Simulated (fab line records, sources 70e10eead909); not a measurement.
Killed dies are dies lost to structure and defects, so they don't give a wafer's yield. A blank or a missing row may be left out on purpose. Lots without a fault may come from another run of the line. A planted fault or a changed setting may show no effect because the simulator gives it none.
Chamber matching | flow nand_harc | NHARC_A_STAIRCASE_TRIM_20 on rie_diel-01: 4 sister chambers
The step chemistry O2, time 211.2 s. 14 wafers are shown with their chamber, then 7 later ones without.

WAFERS WITH THEIR CHAMBER
wafer  | chamber | showerhead_plenum_p_Torr (Torr) | oes_product_au (a.u.) | throttle_valve_pct (%)
L081.2 | 1       | 3.77                            | 0.993                 | 17.040
L081.3 | 3       | 3.37                            | 1.006                 | 17.025
L081.5 | 0       | 3.44                            | 0.997                 | 17.043
L081.1 | 2       | 3.57                            | 0.996                 | 17.036
L081.4 | 0       | 3.44                            | 0.994                 | 17.038
L081.6 | 3       | 3.37                            | 0.999                 | 17.041
L082.2 | 3       | 3.37                            | 1.017                 | 17.042
L082.4 | 2       | 3.56                            | 0.987                 | 17.037
L082.6 | 0       | 3.44                            | 1.000                 | 17.044
L083.1 | 3       | 3.37                            | 1.003                 | 17.024
L083.2 | 2       | 3.56                            | 0.982                 | 17.032
L083.6 | 3       | 3.37                            | 1.011                 | 17.041
L084.4 | 2       | 3.56                            | 0.989                 | 17.049
L084.5 | 3       | 3.36                            | 1.012                 | 17.029

SIGNATURES (means of the wafers above)
reading                  | chamber 0 | chamber 1 | chamber 2 | chamber 3 | scatter within a chamber
showerhead_plenum_p_Torr | 3.4400    | 3.7700    | 3.5625    | 3.3683    | 0.00398
oes_product_au           | 0.99700   | 0.99300   | 0.98850   | 1.00800   | 0.00579
throttle_valve_pct       | 17.04167  | 17.04000  | 17.03850  | 17.03367  | 0.00741
Rule: a wafer's distance from a chamber is the root of the sum, over the readings, of the square of ((its reading less the chamber's mean) divided by the reading's scatter). The wafer belongs to the nearest chamber; if the next one is less than 2 further off, it can't be placed. The scatter: the root of (the sum of the squares of (reading less its chamber's mean) over the shown wafers, divided by (wafers less chambers)).

WAFERS WITHOUT THEIR CHAMBER
wafer  | showerhead_plenum_p_Torr (Torr) | oes_product_au (a.u.) | throttle_valve_pct (%)
L084.6 | 3.44                            | 0.990                 | 17.023
L086.2 | 3.36                            | 1.001                 | 17.051
L086.5 | 3.36                            | 0.999                 | 17.027
L086.6 | 3.44                            | 0.984                 | 17.033
L097.1 | 3.53                            | 0.995                 | 17.025
L097.3 | 3.73                            | 1.002                 | 17.035
L097.6 | 3.53                            | 1.001                 | 17.049

WHICH CHAMBER EACH WENT THROUGH
wafer  | from the rows above | in truth
L084.6 | 0                   | 0
L086.2 | 3                   | 3
L086.5 | 3                   | 3
L086.6 | 0                   | 0
L097.1 | 2                   | 2
L097.3 | 1                   | 1
L097.6 | 2                   | 2
Placed correctly: 7 of 7. Can't be placed from these rows: 0. Placed wrongly: 0.
